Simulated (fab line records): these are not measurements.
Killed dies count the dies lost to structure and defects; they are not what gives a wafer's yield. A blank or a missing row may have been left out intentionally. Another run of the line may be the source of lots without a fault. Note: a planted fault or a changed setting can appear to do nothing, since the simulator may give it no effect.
fab line records    flow nandHarc
[record] lots = 11  wafers = 33  lastDay = 24
route steps=1159 shown P_M1@300 THIN_TSV@1107 END@1159
lots with no fault: from the same line, run without faults
startH: hours from the record's opening day to when the first of the lot's shown wafers began    waitH: hours from the lot's prior step to this one    " as in the row above    L1.1+2: several wafers, shown together as one row    - either no value or no given start    * or withheld: withheld    < > ~ a bound
route shown NAME@n: names a module that has steps shown in the file, with the first one's number in the route    usual: mean/standard deviation of fault-free wafers    same: alike in all rows    chamber/n: place in a boat    sites: readings site by site    _std_site: standard deviation of those values    _edge_site: mean of outer sites minus mean of inner sites    radiusMm: for every site, how far away it sits from the centre of the wafer    mask NAME#n: copy n    behind: the last tool/chamber to shape the wafer    hold: reason for holding the lot/hours on hold/outcome of the hold    device: the transistor (n, p or np) that didn't switch    end of line: tests of these same wafers at the route's end    where a step has no rows: the recipe by itself    killed: at the first sort, the dies lost to defects and structure; wafer yield is something else    map: dies across one wafer; x = killed, . = not, _ = none there
set.NAME: the setting as run; set.NAME@STEP: as run at that earlier step    model.NAME: the simulator's own value behind a step, which no gauge read
the route's steps for a sample of lots (tables are steps, rows are wafers)
services: the hour from which a tool's chamber was out of use, counted from the record's first day as startH (under 0 if before that day), plus the number of hours and why
[[steps]]
[step NHARC_P_M1_ETCH_15]
[recipe] targetDepthA = 1825  timeS = 91.2  c4f8FlowSccm = withheld  arFlowSccm = 400  rfW = 600  biasW = 300  chemistry = C4F8/Ar
[usual] oesProductAu = 0.953/0.021  rfFwdPowerW = 596.1/2.1  rfVppV = 442.2/2.3
lot.wafer  tool        chamber  startH  waitH  oesProductAu  rfFwdPowerW  rfHoursCounterH  rfVppV
L524.3     rieDiel-01  3        115.40  -      0.895         595.4        10               440.7
L524.1     "           1        "       "      0.912         592.6        13               440.5
L524.5     "           0        "       "      0.914         598.5        -                444.6
L526.2     rieDiel-06  0        129.90  -      0.953         596.4        4                442.4
L526.5     "           0        "       "      0.943         594.7        -                441.9
L526.6     "           1        "       "      0.972         597.7        -                440.5
L535.4     rieDiel-12  3        194.00  -      0.973         597.1        4                443.6
L535.1     "           0        "       "      0.970         592.5        4                446.2
L535.3     "           1        "       "      0.969         598.3        3                438.8
L538.1     rieDiel-06  3        199.49  -      0.941         599.2        7                440.0
L538.6     "           2        "       "      0.934         596.4        -                443.4
L538.5     "           3        "       "      0.940         595.7        -                441.1
L536.3     rieDiel-12  0        201.56  -      0.964         594.7        5                444.1
L536.5     "           2        "       "      0.955         599.0        -                440.6
L536.6     "           3        "       "      0.948         593.0        -                443.4
L537.1     rieDiel-01  2        206.28  -      0.983         598.1        3                442.0
L537.2     "           1        "       "      0.959         592.7        4                439.4
L537.6     "           2        "       "      0.988         597.2        -                442.2
L541.4     rieDiel-06  3        222.03  -      0.947         594.6        8                441.3
L541.1     "           0        "       "      0.917         597.9        8                441.6
L541.3     "           2        "       "      0.923         595.7        10               443.8
L543.3     rieDiel-01  2        224.84  -      0.995         594.8        5                440.8
L543.4     "           3        "       "      0.952         597.5        6                440.3
L543.5     "           0        "       "      0.945         598.5        -                444.8
L542.4     rieDiel-06  0        226.88  -      0.963         594.1        9                441.9
L542.2     "           1        "       "      0.960         594.3        10               438.4
L542.5     "           2        "       "      0.968         596.7        -                444.9
L545.2     rieDiel-01  3        248.78  -      0.946         593.1        8                441.8
L545.3     "           0        "       "      0.937         598.3        9                444.3
L545.5     "           2        "       "      0.961         596.0        -                441.1
L544.1     rieDiel-01  1        249.62  -      0.942         592.9        7                440.0
L544.4     "           2        "       "      0.977         595.4        7                440.6
L544.5     "           0        "       "      0.957         596.5        -                445.4
[step NHARC_THIN_TSV_DEP_43]
[recipe] targetThkA = 13285  tempC = withheld  pressureTorr = 6.5  rfW = 900  teosFlowSccm = 161.4  flowSccm = 2650  targetThkNm = 1328.5  gas = O2  material = SiO2
[usual] rfFwdPowerW = 897.8/2.6  throttleValvePct = 15.7/0.61
lot.wafer  tool      chamber  startH  waitH  rfFwdPowerW  throttleValvePct
L526.2     pecvd-04  2        424.80  -      896.9        15.7
L526.5     "         0        "       "      896.4        15.5
L526.6     "         2        "       "      898.0        15.3
L524.1     pecvd-03  0        426.22  -      894.4        16.8
L524.3     "         0        "       "      894.5        16.7
L524.5     "         2        "       "      893.8        16.2
L536.3     pecvd-04  2        495.62  -      898.9        15.5
L536.5     "         1        "       "      896.1        15.1
L536.6     "         2        "       "      900.9        15.6
L535.3     pecvd-03  2        502.60  -      896.6        16.5
L535.1     "         0        "       "      900.3        15.7
L535.4     "         1        "       "      890.5        16.4
L538.1     pecvd-04  2        503.77  -      899.8        15.7
L538.6     "         2        "       "      894.6        15.8
L538.5     "         1        "       "      894.5        15.2
L537.1     pecvd-03  0        522.98  -      899.5        15.7
L537.2     "         1        "       "      896.6        16.5
L537.6     "         1        "       "      899.4        16.3
L542.2     pecvd-03  0        524.25  -      902.6        15.9
L542.5     "         1        "       "      902.0        16.6
L542.4     "         2        "       "      892.6        16.2
L543.3     pecvd-04  1        526.56  -      898.7        15.1
L543.4     "         2        "       "      898.8        16.0
L543.5     "         0        "       "      898.1        15.8
L541.3     pecvd-03  1        527.74  -      897.1        16.7
L541.1     "         0        "       "      896.3        15.5
L541.4     "         2        "       "      896.4        16.6
L545.2     pecvd-03  0        535.10  -      898.4        15.7
L545.3     "         2        "       "      895.7        16.5
L545.5     "         0        "       "      901.0        15.6
L544.1     pecvd-03  2        550.29  -      898.4        16.6
L544.5     "         0        "       "      895.9        15.9
L544.4     "         2        "       "      902.7        16.7
[step NHARC_THIN_TSV_PVD_51]
[recipe] targetThkA = 1000  chamberPressurePa = 5  material = Cu
[usual] throttleValvePct = 30.0/1.3
lot.wafer  tool           chamber  startH  waitH  throttleValvePct
L526.2     pvdSputter-03  -        -       -      29.1
L526.5     "              -        "       "      31.2
L526.6     "              -        "       "      29.3
L524.3     pvdSputter-03  -        -       -      30.6
L524.1     "              -        "       "      31.4
L524.5     "              -        "       "      30.8
L536.3     pvdSputter-02  -        -       -      29.8
L536.6     "              -        "       "      30.0
L536.5     "              -        "       "      32.6
L535.4     pvdSputter-03  -        -       -      30.3
L535.1     "              -        "       "      31.6
L535.3     "              -        "       "      29.1
L538.1     pvdSputter-01  -        -       -      27.8
L538.6     "              -        "       "      29.6
L538.5     "              -        "       "      28.9
L537.2     pvdSputter-02  -        -       -      32.8
L537.1     "              -        "       "      28.9
L537.6     "              -        "       "      29.6
L542.2     pvdSputter-02  -        -       -      28.9
L542.4     "              -        "       "      29.6
L542.5     "              -        "       "      30.1
L543.3     pvdSputter-02  -        -       -      32.7
L543.4     "              -        "       "      28.6
L543.5     "              -        "       "      32.6
L541.3     pvdSputter-01  -        -       -      28.6
L541.4     "              -        "       "      31.6
L541.1     "              -        "       "      28.7
L545.2     pvdSputter-03  -        -       -      31.7
L545.3     "              -        "       "      29.1
L545.5     "              -        "       "      31.7
L544.1     pvdSputter-01  -        -       -      29.5
L544.4     "              -        "       "      28.8
L544.5     "              -        "       "      28.7
[step NHARC_THIN_TSV_ETCH_59]
[recipe] targetDepthA = 8800  icpW = 900  biasW = 100  Cl2_flow_sccm = 60  bcl3FlowSccm = 30  timeS = 138.1  chemistry = Cl2/BCl3
[usual] drypumpMotorCurrentA = 5.7/0.42  oesProductAu = 0.996/0.01  rfFwdPowerW = 895/3.1  throttleValvePct = 22.265/0.009
lot.wafer  tool         chamber  startH  waitH  drypumpMotorCurrentA  oesProductAu  rfFwdPowerW  rfHoursCounterH  throttleValvePct
L526.2     rieMetal-03  0        433.08  0.1    5.0                   0.986         899          5.6              22.267
L526.6     "            1        "       "      5.6                   0.979         897          -                22.267
L526.5     "            0        "       "      5.0                   0.983         895          -                22.265
L524.1     rieMetal-03  0        434.63  0.1    5.0                   0.986         891          5.8              22.260
L524.3     "            0        "       "      5.0                   0.979         892          -                22.268
L524.5     "            1        "       "      5.6                   0.985         895          -                22.274
L536.3     rieMetal-01  0        502.76  0.2    5.7                   1.004         897          -                22.270
L536.5     "            1        "       "      6.0                   0.993         896          -                22.262
L536.6     "            0        "       "      5.7                   1.001         896          -                22.267
L535.1     rieMetal-02  1        509.73  0.1    5.8                   0.994         893          3.7              22.242
L535.4     "            1        "       "      5.8                   0.991         894          -                22.265
L535.3     "            0        "       "      6.3                   1.001         895          -                22.275
L538.1     rieMetal-03  0        510.82  0.1    4.9                   1.006         900          1.2              22.261
L538.5     "            1        "       "      5.6                   1.004         897          -                22.253
L538.6     "            0        "       "      5.0                   1.012         893          -                22.264
L537.2     rieMetal-02  1        530.09  0.1    5.8                   0.980         891          4.4              22.273
L537.1     "            0        "       "      6.3                   1.005         895          4.4              22.266
L537.6     "            1        "       "      5.8                   0.996         890          -                22.271
L542.2     rieMetal-02  0        531.42  0.1    6.3                   1.006         895          4.6              22.266
L542.4     "            1        "       "      5.8                   0.993         892          -                22.256
L542.5     "            0        "       "      6.3                   1.003         898          -                22.247
L543.4     rieMetal-03  1        533.62  0.2    5.6                   1.001         897          -                22.260
L543.3     "            0        "       "      5.0                   1.000         894          -                22.251
L543.5     "            0        "       "      5.0                   1.008         895          -                22.273
L541.1     rieMetal-02  0        534.78  0.1    6.3                   1.006         895          4.8              22.259
L541.4     "            0        "       "      6.3                   1.006         891          -                22.270
L541.3     "            1        "       "      5.8                   0.995         892          -                22.252
L545.2     rieMetal-02  1        542.00  0.1    5.8                   0.988         888          5.0              22.277
L545.3     "            1        "       "      5.8                   0.984         889          -                22.266
L545.5     "            0        "       "      6.3                   0.991         894          -                22.261
L544.1     rieMetal-03  0        557.27  0.2    5.0                   1.014         893          2.7              22.246
L544.4     "            0        "       "      5.0                   1.003         896          -                22.262
L544.5     "            0        "       "      5.0                   1.014         897          -                22.256
[step NHARC_END_SORT_01]
[recipe] tempC = 25
[usual] defectLimitedYield = 95.2/1.6  killedAtArray = 29/11  killedAtOther = 0.5/0.89  killedAtPeriphery = 3.3/2  killedDies = 32/11  killedOpen = 3.1/1.9  killedShort = 2.3/1.6  sort_bin_2_pct = 1.5/0.71  sort_bin_3_pct = 0.30/0.22  sort_bin_4_pct = 3.0/1.1  sortNPass = 645/11  sortRimYieldPct = 97.3/1.8  sortYieldPct = 95.2/1.6
[same] grossDies = 677  sort_bin_5_pct[%] = 0  sort_bin_6_pct[%] = 0  sort_bin_7_pct[%] = 0  sort_bin_8_pct[%] = 0  sortRimNGross = 106.00
lot.wafer  tool       chamber  startH  waitH  defectLimitedYield[%]  killedAtArray  killedAtOther  killedAtPeriphery  killedDies  killedOpen  killedShort  sort_bin_2_pct[%]  sort_bin_3_pct[%]  sort_bin_4_pct[%]  sortNPass  sortRimYieldPct[%]  sortYieldPct[%]
L536.3     prober-01  0        512.68  3.1    97.2                   18             0              1                  19          4           1            0.4                0.15               2.2                658        95.3                97.2
L536.5     prober-01  0        514.28  3.7    96.9                   17             1              3                  21          5           2            1.3                0.15               1.6                656        99.1                96.9
L536.6     prober-01  0        515.08  4.0    86.0                   17             1              77                 95          2           6            5.2                3.10               5.8                582        84.0                86.0
L538.1     prober-02  0        518.85  2.5    95.1                   30             0              3                  33          4           5            1.9                0.44               2.5                644        96.2                95.1
L538.5     prober-02  0        522.02  3.7    96.3                   22             1              2                  25          5           1            0.9                0.44               2.4                652        99.1                96.3
L538.6     prober-02  0        522.81  4.0    95.1                   32             0              1                  33          7           1            1.5                0.44               3.0                644        99.1                95.1
L535.1     prober-01  0        518.90  2.5    93.4                   39             0              6                  45          0           5            2.1                0.59               4.0                632        93.4                93.4
L535.3     prober-01  0        520.50  3.1    94.8                   34             0              1                  35          2           2            2.1                0                  3.1                642        91.5                94.8
L535.4     prober-01  0        521.31  3.4    84.9                   28             0              74                 102         2           4            7.2                2.07               5.8                575        83.0                84.9
L543.3     prober-02  0        548.21  3.1    93.1                   44             1              2                  47          3           3            3.1                0                  3.8                630        99.1                93.1
L543.4     prober-02  0        549.00  3.4    91.4                   54             0              4                  58          7           1            3.8                0.30               4.4                619        96.2                91.4
L543.5     prober-02  0        549.79  3.7    91.3                   57             0              2                  59          9           1            1.6                0.30               6.8                618        95.3                91.3
// killed by level:class
L536.3 A_CONTACT:chamberFilmFlake=5 A_CHANNEL_FILL_D1:chamberFilmFlake=4 A_CHANNEL_HOLE_D1:chamberFilmFlake=3 A_ONON_D1:geometricParticle:open=1 A_CHANNEL_FILL_D1:geometricParticle:short=1 A_CHANNEL_FILL_D1:geometricParticle:open=1 A_CONTACT:geometricParticle:open=1 A_BLC:geometricParticle:open=1
L536.5 A_CHANNEL_HOLE_D1:chamberFilmFlake=5 A_CONTACT:chamberFilmFlake=4 A_M0:geometricParticle:open=3 P_ZERO_WELL:chamberFilmFlake=3 A_CHANNEL_HOLE_D1:geometricParticle:open=1 A_STAIRCASE:geometricParticle:short=1 A_CONTACT:geometricParticle:open=1 STARTING-WAFER:geometricParticle:short=1
L536.6 P_M1:unspecified=75 A_CONTACT:chamberFilmFlake=5 A_CHANNEL_HOLE_D1:chamberFilmFlake=3 A_CHANNEL_FILL_D1:chamberFilmFlake=3 P_STI:geometricParticle:short=1 P_M0:geometricParticle:open=1 A_CHANNEL_HOLE_D1:geometricParticle:short=1 A_STAIRCASE:geometricParticle:short=1
L538.1 A_CHANNEL_HOLE_D1:chamberFilmFlake=22 P_CONTACT:geometricParticle:open=2 A_CONTACT:chamberFilmFlake=2 P_M2:geometricParticle:short=1 A_ONON_D1:geometricParticle:short=1 A_CHANNEL_FILL_D1:geometricParticle:short=1 A_CHANNEL_FILL_D1:geometricParticle:open=1 A_SGD_CUT:geometricParticle:open=1
L535.1 A_SLIT:chamberFilmFlake=17 A_CHANNEL_HOLE_D1:chamberFilmFlake=12 P_GATE:chamberFilmFlake=3 A_STAIRCASE:chamberFilmFlake=2 A_WL_FILL:chamberFilmFlake=2 A_CONTACT:chamberFilmFlake=2 P_M0:geometricParticle:short=1 A_ONON_D1:geometricParticle:short=1
L535.3 A_SLIT:chamberFilmFlake=13 A_CHANNEL_HOLE_D1:chamberFilmFlake=8 A_STAIRCASE:chamberFilmFlake=5 A_CONTACT:chamberFilmFlake=5 A_WL_FILL:geometricParticle:short=2 P_CONTACT:geometricParticle:open=1 A_BLC:geometricParticle:open=1
L535.4 P_M1:unspecified=71 A_SLIT:chamberFilmFlake=13 A_CHANNEL_HOLE_D1:chamberFilmFlake=9 A_CHANNEL_FILL_D1:geometricParticle:short=3 P_M0:geometricParticle:open=1 A_CHANNEL_FILL_D1:geometricParticle:open=1 A_WL_FILL:geometricParticle:short=1 P_CONTACT:chamberFilmFlake=1
L538.5 A_CHANNEL_HOLE_D1:chamberFilmFlake=16 P_M1:geometricParticle:open=2 A_CHANNEL_FILL_D1:geometricParticle:short=1 A_WL_FILL:geometricParticle:open=1 A_CONTACT:geometricParticle:open=1 A_BLC:geometricParticle:open=1 A_STAIRCASE:chamberFilmFlake=1 A_CONTACT:chamberFilmFlake=1
L538.6 A_CHANNEL_HOLE_D1:chamberFilmFlake=23 A_CONTACT:geometricParticle:open=4 A_STAIRCASE:chamberFilmFlake=2 P_M2:geometricParticle:open=1 A_WL_FILL:geometricParticle:short=1 A_WL_FILL:geometricParticle:open=1 A_M0:geometricParticle:open=1
L543.3 A_CHANNEL_HOLE_D1:chamberFilmFlake=20 A_SLIT:chamberFilmFlake=15 A_STAIRCASE:chamberFilmFlake=3 A_CHANNEL_FILL_D1:geometricParticle:open=2 A_CONTACT:chamberFilmFlake=2 P_STI:geometricParticle:short=1 A_SGD_CUT:geometricParticle:short=1 A_WL_FILL:geometricParticle:short=1
L543.4 A_CHANNEL_HOLE_D1:chamberFilmFlake=24 A_SLIT:chamberFilmFlake=18 A_STAIRCASE:chamberFilmFlake=5 P_M0:geometricParticle:open=2 A_CONTACT:geometricParticle:open=2 A_WL_FILL:chamberFilmFlake=2 P_GATE:geometricParticle:open=1 P_CONTACT:geometricParticle:open=1
L543.5 A_CHANNEL_HOLE_D1:chamberFilmFlake=24 A_SLIT:chamberFilmFlake=15 A_STAIRCASE:chamberFilmFlake=7 A_WL_FILL:geometricParticle:open=2 A_CONTACT:geometricParticle:open=2 A_M0:geometricParticle:open=2 P_CONTACT:geometricParticle:open=1 A_ONON_D1:geometricParticle:short=1
[[services]]
tool         chamber  startH  hours  kind
rieDiel-01   1        91.48   2.3    repair
rieMetal-03  -        99.00   9.0    pm
pecvd-03     -        111.00  13.0   pm
rieDiel-01   2        128.26  7.2    repair
rieDiel-01   -        138.09  9.0    pm
pecvd-03     1        149.42  10.9   repair
rieDiel-01   2        160.90  5.5    repair
rieDiel-01   2        170.71  1.5    repair
rieMetal-02  -        211.00  9.0    pm
rieDiel-01   1        231.47  15.1   repair
rieMetal-03  -        276.00  9.0    pm
pecvd-03     -        292.00  13.0   pm
rieDiel-01   -        315.09  9.0    pm
pecvd-03     2        323.62  6.0    repair
pecvd-03     0        350.21  9.9    repair
rieDiel-01   0        387.48  9.9    repair
rieMetal-02  -        388.00  9.0    pm
rieDiel-01   3        391.89  6.2    repair
rieMetal-03  1        414.50  14.0   repair
rieDiel-01   3        420.79  7.2    repair
pecvd-03     1        423.89  2.6    repair
rieDiel-01   0        434.18  5.9    repair
rieDiel-01   3        441.00  5.0    repair
pecvd-03     -        473.00  13.0   pm
[[key]]
[firstSign] step = NHARC_END_SORT_01  reading = killedAtPeriphery  direction = up  sigmas = 36  usual = 3.3  struck = 75.5
[effect] step = NHARC_END_SORT_01  reading = killedDies  direction = up  sigmas = 5.9  usual = 32  struck = 98
[moreKillsBornAt] NHARC_P_M1_ETCH_15@rieDiel-12 = 146
metAt NHARC_P_M1_ETCH_15
struckLots L535,L536
struckWafers L535.4,L536.6
notActingAt NHARC_THIN_TSV_DEP_43,NHARC_THIN_TSV_PVD_51,NHARC_THIN_TSV_ETCH_59
[fault] kind = chamberParticleSource  tool = rieDiel-12  chamber = 3  onsetH = 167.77  steps = NHARC_P_M1_ETCH_15  ratePerVisitCm2 = 0.74056  endH = 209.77
